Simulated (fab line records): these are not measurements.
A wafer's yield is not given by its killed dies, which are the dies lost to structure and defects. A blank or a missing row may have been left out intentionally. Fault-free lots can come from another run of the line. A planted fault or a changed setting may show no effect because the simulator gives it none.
Code-filled problem report in 8D (eight disciplines) form ; flow nand-harc ; the parts of the form that need people (team, actions taken, sign-off) are left out

## 1. WHAT IS WRONG
Mean of heater-power-total-W at NHARC_A_CONTACT_SOFTBAKE_37: 215.84 W across 6 wafers in 2 lots; on wafers with no fault it is 188.45 W (standard deviation 0.13). That is +99 or more standard deviations from the usual mean.
The step: time 55 s.
The first sign was on wafer L500.2 at day 20 04:00, on litho-track-06. At this step, 36 wafers from 12 lots have a number in the record. Rule for "out" (also "out of limits"): further than 4 standard deviations from the usual mean. The rest of the wafers with a number are treated as sound.

## 2. WHAT IT IS, WHAT IT ISN'T
question;is;is not
which readings at this step;heater-power-total-W;-
which lots;L500, L504;L484, L487, L488, L489, L490, L491, L492, L494, L506, L507
which wafers of those lots;all that have a number;-
read on which tools;litho-track-06;litho-track-01, litho-track-04
when;from day 20 04:00;"up to then (24 sound wafers); but 6 sound wafers of L506, L507 came after"

## 3. SUSPECTS, AND WHAT RULES EACH OUT
Counting: any tool at a process step up to the reading is kept as a suspect provided that every lot that is out went through it and no sound lot did after the first of them.
- litho-track-06 at NHARC_A_CONTACT_SOFTBAKE_37 (time 55 s): kept. It processed each lot that is out, first L500 at day 20 04:00, and no sound lot thereafter; up to then, the last sound lot it processed was L494 at day 19 00:00. Its own heater-power-total-W readings are out on those wafers.
After counting, what remains is litho-track-06 at NHARC_A_CONTACT_SOFTBAKE_37.

## 4. THE CAUSE (what the simulator had put in)
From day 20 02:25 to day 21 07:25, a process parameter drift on litho-track-06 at NHARC_A_CONTACT_SOFTBAKE_37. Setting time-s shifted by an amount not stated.
This tool alone remained once counting was done.

## 5. THE EFFECT CHAIN, in route order
Rows list readings where the struck wafers' mean (over those with a number) sits beyond 3 standard deviations from the usual. Scope: only readings with a usual standard deviation given in the record; hours: median across lots of the time from each lot's start at the first step in this table that gives one to its start at this step; sigmas: change in usual standard deviations.
hours;step;reading;usual;on struck wafers;change;sigmas
0;NHARC_A_CONTACT_SOFTBAKE_37;heater-power-total-W;188.45 W;215.84;+27.39;+99 or more
It contains these process steps:
- NHARC_A_CONTACT_SOFTBAKE_37: time 55 s.

## 6. HOW IT WOULD HAVE BEEN CAUGHT EARLIER
2 hours passed between the start of the fault at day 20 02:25 and the first reading out of limits in this record, taken at day 20 04:00.
